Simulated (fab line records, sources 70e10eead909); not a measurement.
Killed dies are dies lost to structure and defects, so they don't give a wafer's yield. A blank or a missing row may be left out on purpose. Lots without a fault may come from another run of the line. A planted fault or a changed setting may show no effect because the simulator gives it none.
Chamber matching | flow nand_harc | NHARC_A_M0_ETCH_34 on rie_diel-04: 4 sister chambers
The step etches the open film in N2/H2, target depth 40 nm, overetch 12 nm, time 43.94 s. 7 wafers are shown with their chamber, then 8 later ones without.

WAFERS WITH THEIR CHAMBER
wafer  | chamber | drypump_motor_current_A (A) | rf_vpp_V (V)
L092.1 | 2       | 5.34                        | 432.6
L092.5 | 0       | 6.15                        | 433.4
L092.6 | 1       | 5.55                        | 432.3
L095.3 | 0       | 6.14                        | 433.7
L095.4 | 3       | 5.79                        | 429.5
L095.6 | 1       | 5.55                        | 432.7
L096.1 | 3       | 5.81                        | 429.2

WAFERS WITHOUT THEIR CHAMBER
wafer  | drypump_motor_current_A (A) | rf_vpp_V (V)
L096.3 | 5.54                        | 433.9
L096.6 | 6.16                        | 432.9
L096.2 | 6.17                        | 432.7
L096.4 | 5.34                        | 432.0
L096.5 | 5.76                        | 430.4
L097.1 | 5.79                        | 429.9
L097.2 | 5.57                        | 431.7
L097.6 | 5.57                        | 433.0

WHICH CHAMBER EACH WENT THROUGH
wafer  | from the rows above | in truth
L096.3 | 1                   | 1
L096.6 | 0                   | 0
L096.2 | 0                   | 0
L096.4 | 2                   | 2
L096.5 | 3                   | 3
L097.1 | 3                   | 3
L097.2 | 1                   | 1
L097.6 | 1                   | 1
Placed correctly: 8 of 8. Can't be placed from these rows: 0. Placed wrongly: 0.
How it was worked out, from the rows above alone: a wafer's distance from a chamber is the root of the sum, over the readings, of the square of ((its reading less the chamber's mean) divided by the reading's scatter). The wafer belongs to the nearest chamber; if the next one is less than 2 further off, it can't be placed. A chamber's mean is the mean of its shown wafers. The scatter: the root of (the sum of the squares of (reading less its chamber's mean) over the shown wafers, divided by (wafers less chambers)).
